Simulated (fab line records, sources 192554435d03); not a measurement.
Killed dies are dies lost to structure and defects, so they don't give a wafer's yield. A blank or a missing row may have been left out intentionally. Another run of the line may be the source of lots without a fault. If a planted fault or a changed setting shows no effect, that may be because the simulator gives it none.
Which tool did it? | flow n5Finfet | 8 lots, 24 wafers sampled, at 6 steps of a route of 1938

== WHAT THE GAUGES READ, wafer by wafer ==
N5_BEOL_M2_OVL_MEAS_12. Usual: for M2_OVL the level is -0.5 nm and the standard deviation is 0.68.
lot  | measured     | on         | M2_OVL (nm)    | flag
L158 | day 6 23:08  | overlay-01 | -0.3 -0.6 0.5  | 
L163 | day 8 05:05  | overlay-01 | 0.7 0.2 0.5    | 
L165 | day 8 23:30  | overlay-01 | -0.2 0.2 -0.7  | 
L169 | day 10 00:30 | overlay-01 | 0.8 1.1 0.8    | 
L168 | day 10 08:52 | overlay-01 | -0.4 -0.8 -0.6 | 
L176 | day 11 12:36 | overlay-02 | -0.7 -0.5 -0.5 | 
L178 | day 12 07:59 | overlay-01 | -0.8 -1.0 -0.9 | 
L179 | day 12 18:50 | overlay-01 | -0.6 -0.8 -1.1 | 

N5_BEOL_M2_INSPECT_30: inspects for defects (brightfield). Usual: rawDefectCount 394, standard deviation 91.
lot  | measured     | on               | rawDefectCount | flag
L158 | day 7 00:07  | defectInspect-01 | 388 455 475    | 
L163 | day 8 06:08  | defectInspect-02 | 395 432 611    | 
L165 | day 9 00:48  | defectInspect-02 | 454 1213 520   | OFF
L169 | day 10 01:25 | defectInspect-02 | 395 422 535    | 
L168 | day 10 09:59 | defectInspect-02 | 404 258 312    | 
L176 | day 11 13:32 | defectInspect-02 | 383 287 508    | 
L178 | day 12 09:08 | defectInspect-02 | 383 269 300    | 
L179 | day 12 19:55 | defectInspect-02 | 446 392 299    | 

N5_BEOL_M4_RC_MEAS_101. Usual: DIBL_N 35.9 mV/V, standard deviation 1.9; DIBL_P 35.8 mV/V, standard deviation 2.4; IOFF_N 0.15 nA/um, standard deviation 0.031; IOFF_P 0.21 nA/um, standard deviation 0.037; ION_N 672 uA/um, standard deviation 13; ION_P 462 uA/um, standard deviation 8.3; SS_N 71.5 mV/dec, standard deviation 0.72; SS_P 73.2 mV/dec, standard deviation 0.67; VT_N 250 mV, standard deviation 3.4; VT_P -250 mV, standard deviation 3.4.
lot  | measured     | on        | DIBL_N (mV/V)  | DIBL_P (mV/V)  | IOFF_N (nA/um) | IOFF_P (nA/um) | ION_N (uA/um) | ION_P (uA/um) | SS_N (mV/dec)  | SS_P (mV/dec)  | VT_N (mV)   | VT_P (mV)      | flag
L158 | day 8 16:59  | prober-02 | 32.8 33.6 32.4 | 33.2 34.1 32.9 | 0.11 0.11 0.10 | 0.14 0.14 0.13 | 650 640 651   | 452 435 444   | 70.8 70.8 70.5 | 72.9 73.1 72.6 | 255 259 258 | -258 -259 -258 | 
L163 | day 9 11:01  | prober-02 | 35.9 33.1 36.3 | 36.7 32.7 36.9 | 0.16 0.11 0.17 | 0.22 0.16 0.22 | 684 657 678   | 462 456 460   | 70.7 70.2 71.2 | 73.4 71.7 73.2 | 248 252 247 | -252 -254 -248 | 
L165 | day 10 04:37 | prober-02 | 37.3 40.0 34.2 | 35.6 39.7 33.6 | 0.15 0.20 0.11 | 0.20 0.27 0.18 | 661 683 652   | 455 464 455   | 72.2 73.4 71.5 | 73.8 73.9 72.0 | 252 248 255 | -250 -249 -252 | 
L169 | day 11 05:10 | prober-01 | 36.8 35.0 34.6 | 38.0 35.3 36.1 | 0.17 0.14 0.14 | 0.24 0.20 0.21 | 676 655 679   | 465 459 470   | 71.6 71.8 71.0 | 73.1 73.2 73.0 | 249 253 249 | -245 -247 -246 | 
L168 | day 11 13:04 | prober-01 | 38.2 34.0 36.5 | 38.1 32.7 35.6 | 0.20 0.13 0.17 | 0.28 0.19 0.24 | 686 665 675   | 473 461 469   | 71.8 70.9 70.3 | 74.0 72.1 73.5 | 245 251 250 | -246 -249 -246 | 
L176 | day 13 07:49 | prober-01 | 37.3 35.4 35.8 | 37.4 36.2 35.8 | 0.19 0.16 0.17 | 0.26 0.23 0.23 | 682 676 688   | 470 472 471   | 71.5 70.8 70.9 | 73.0 73.6 72.9 | 244 247 247 | -246 -248 -248 | 
L178 | day 13 22:01 | prober-01 | 38.1 37.9 35.8 | 39.6 38.2 37.0 | 0.19 0.18 0.15 | 0.26 0.23 0.20 | 677 696 674   | 462 474 464   | 72.5 72.1 71.2 | 74.5 74.2 74.0 | 246 249 251 | -246 -248 -251 | 
L179 | day 14 01:53 | prober-02 | 34.6 36.8 36.9 | 33.6 35.7 35.7 | 0.13 0.17 0.16 | 0.20 0.23 0.23 | 674 690 682   | 473 475 473   | 70.6 71.4 71.3 | 72.7 73.0 72.5 | 250 249 253 | -251 -247 -247 | 

== EACH LOT AND THE TOOL THAT RAN IT (in order: tool; ch and the chambers of the sampled wafers; start) ==
lot  | N5_BEOL_M2_ETCH_74                | N5_BEOL_M2_DESCUM_33              | N5_BEOL_M2_STRIP_36
L158 | rieDiel-05 ch 0,1,2, day 6 23:16  | rieDiel-04 ch 0,1, day 7 00:09    | rieDiel-04 ch 0,1,2, day 7 08:22
L163 | rieDiel-06 ch 0,1,2, day 8 05:13  | rieDiel-05 ch 0,3, day 8 06:11    | rieDiel-04 ch 1,2,3, day 8 07:40
L165 | rieDiel-06 ch 0,3, day 8 23:40    | rieDiel-05 ch 0,2,3, day 9 00:52  | rieDiel-05 ch 1,3, day 9 04:01
L169 | rieDiel-05 ch 1,2,3, day 10 00:37 | rieDiel-06 ch 1,2,3, day 10 01:28 | rieDiel-04 ch 0,3, day 10 05:29
L168 | rieDiel-04 ch 1,2,3, day 10 09:00 | rieDiel-04 ch 1,2,3, day 10 10:07 | rieDiel-04 ch 0,2,3, day 10 13:22
L176 | rieDiel-04 ch 0,1,3, day 11 12:44 | rieDiel-06 ch 1,3, day 11 13:44   | rieDiel-04 ch 0,1, day 11 16:22
L178 | rieDiel-06 ch 0,2,3, day 12 08:19 | rieDiel-06 ch 2,3, day 12 09:10   | rieDiel-04 ch 1,2, day 12 15:14
L179 | rieDiel-05 ch 0,3, day 12 18:59   | rieDiel-05 ch 0,2, day 12 19:57   | rieDiel-06 ch 0,3, day 12 21:35
- N5_BEOL_M2_ETCH_74: etches underlayer in N2/H2, target depth 6.5 nm, time 5.2 s.
- N5_BEOL_M2_DESCUM_33: chemistry O2, time 7 s.
- N5_BEOL_M2_STRIP_36: strips in N2/H2.

== AS READ BY THE TOOLS THEMSELVES (means over the sampled wafers that have a number; for cases with no such wafer, the mark the record gives instead) ==
N5_BEOL_M2_ETCH_74. Usual: for drypumpMotorCurrentA, 5.7 A with a standard deviation of 0.53; for etchRfOnTimeS, 5.13 s with a standard deviation of 0.14; for h2FlowSccm, 200.0 sccm with a standard deviation of 0.53; for oesProductAu, 0.67 a.u. with a standard deviation of 0.07; for rfVppV, 523.1 V with a standard deviation of 2.9; for showerheadPlenumPTorr, 2.51 Torr with a standard deviation of 0.093; for throttleValvePct, 17.93 % with a standard deviation of 0.23.
lot  | tool       | drypumpMotorCurrentA (A) | etchRfOnTimeS (s) | h2FlowSccm (sccm) | oesProductAu (a.u.) | rfVppV (V) | showerheadPlenumPTorr (Torr) | throttleValvePct (%) | flag
L158 | rieDiel-05 | 6.1                      | 5.16              | 200.1             | 0.66                | 521.9      | 2.51                         | 18.03                | 
L163 | rieDiel-06 | 5.9                      | 5.17              | 199.8             | 0.66                | 522.1      | 2.47                         | 17.85                | 
L165 | rieDiel-06 | 5.5                      | 5.17              | 199.9             | 0.71                | 523.0      | 2.50                         | 17.87                | 
L169 | rieDiel-05 | 6.0                      | 5.04              | 200.3             | 0.65                | 522.7      | 2.49                         | 17.90                | 
L168 | rieDiel-04 | 5.2                      | 5.17              | 200.0             | 0.65                | 523.6      | 2.54                         | 18.05                | 
L176 | rieDiel-04 | 5.6                      | 5.14              | 200.5             | 0.64                | 523.2      | 2.55                         | 18.14                | 
L178 | rieDiel-06 | 5.7                      | 5.13              | 200.1             | 0.76                | 523.1      | 2.51                         | 17.70                | 
L179 | rieDiel-05 | 5.5                      | 5.01              | 199.9             | 0.62                | 522.9      | 2.50                         | 17.96                | 

N5_BEOL_M2_DESCUM_33. Usual: biasPowerW 19.99 W, standard deviation 0.051; drypumpMotorCurrentA 5.7 A, standard deviation 0.5; oesProductAu 0.78 a.u., standard deviation 0.084; rfVppV 242.7 V, standard deviation 1.5; showerheadPlenumPTorr 2.07 Torr, standard deviation 0.078; throttleValvePct 20.54 %, standard deviation 0.19.
lot  | tool       | biasPowerW (W) | drypumpMotorCurrentA (A) | oesProductAu (a.u.) | rfVppV (V) | showerheadPlenumPTorr (Torr) | throttleValvePct (%) | flag
L158 | rieDiel-04 | 19.98          | 6.0                      | 0.80                | 244.8      | 2.16                         | 20.52                | 
L163 | rieDiel-05 | 19.98          | 5.6                      | 0.74                | 242.7      | 2.09                         | 20.70                | 
L165 | rieDiel-05 | 20.03          | 5.9                      | 0.75                | 243.3      | 2.09                         | 20.55                | 
L169 | rieDiel-06 | 20.00          | 5.4                      | 0.83                | 241.1      | 2.04                         | 20.46                | 
L168 | rieDiel-04 | 19.95          | 5.2                      | 0.75                | 242.6      | 2.09                         | 20.65                | 
L176 | rieDiel-06 | 20.02          | 5.3                      | 0.82                | 242.2      | 2.01                         | 20.49                | 
L178 | rieDiel-06 | 19.99          | 5.4                      | 0.86                | 243.2      | 2.10                         | 20.31                | 
L179 | rieDiel-05 | 19.97          | 6.0                      | 0.72                | 243.0      | 2.08                         | 20.72                | 

N5_BEOL_M2_STRIP_36. Usual: biasPowerW 6.999 W, standard deviation 0.022; drypumpMotorCurrentA 5.6 A, standard deviation 0.54; h2FlowSccm 200.0 sccm, standard deviation 0.56; oesProductAu 0.77 a.u., standard deviation 0.076; powerW 450.1 W, standard deviation 1.4; rfVppV 58.8 V, standard deviation 1.4; showerheadPlenumPTorr 2.53 Torr, standard deviation 0.095; throttleValvePct 23.80 %, standard deviation 0.28.
lot  | tool       | biasPowerW (W) | drypumpMotorCurrentA (A) | h2FlowSccm (sccm) | oesProductAu (a.u.) | powerW (W) | rfVppV (V) | showerheadPlenumPTorr (Torr) | throttleValvePct (%) | flag
L158 | rieDiel-04 | 7.005          | 5.6                      | 200.1             | 0.78                | 450.6      | 57.2       | 2.63                         | 23.87                | 
L163 | rieDiel-04 | 7.002          | 5.2                      | 199.9             | 0.76                | 449.7      | 59.0       | 2.54                         | 23.82                | 
L165 | rieDiel-05 | 7.003          | 5.6                      | 200.0             | 0.74                | 449.2      | 58.9       | 2.48                         | 23.45                | 
L169 | rieDiel-04 | 6.993          | 5.3                      | 199.5             | 0.72                | 449.0      | 58.1       | 2.51                         | 24.01                | 
L168 | rieDiel-04 | 7.021          | 5.3                      | 199.3             | 0.71                | 450.8      | 59.0       | 2.57                         | 23.90                | 
L176 | rieDiel-04 | 6.989          | 5.9                      | 199.6             | 0.79                | 449.9      | 57.8       | 2.60                         | 24.04                | 
L178 | rieDiel-04 | 6.976          | 5.2                      | 200.6             | 0.72                | 449.3      | 57.5       | 2.59                         | 23.77                | 
L179 | rieDiel-06 | 6.973          | 6.0                      | 200.2             | 0.90                | 450.4      | 59.6       | 2.49                         | 23.82                | 

== THE ANSWER, worked out from the rows above alone ==
Rule: a lot is off if the mean of its wafers that have a number lies more than 3 standard deviations from the usual mean. A lot without any number at a reading at which 4 lots or more have one is off too. Where the step has rows for the other lots, those lots are counted as sound. Order of review: gauges by route order, followed by the tools' own readings, for which a lot's mean as printed above is used. The first step at which some lot is off is used, and at that step the reading that is off furthest; a lot without a number counts as furthest.
Off, at N5_BEOL_M2_INSPECT_30 on rawDefectCount: L165.
A tool fits if, at a process step before that reading, it ran every lot that is off, and no sound lot after the first of them. The gauges at N5_BEOL_M2_INSPECT_30 are tried like those tools. No candidate that was tried fits.

== WHAT THE SIMULATOR HAD INSERTED ==
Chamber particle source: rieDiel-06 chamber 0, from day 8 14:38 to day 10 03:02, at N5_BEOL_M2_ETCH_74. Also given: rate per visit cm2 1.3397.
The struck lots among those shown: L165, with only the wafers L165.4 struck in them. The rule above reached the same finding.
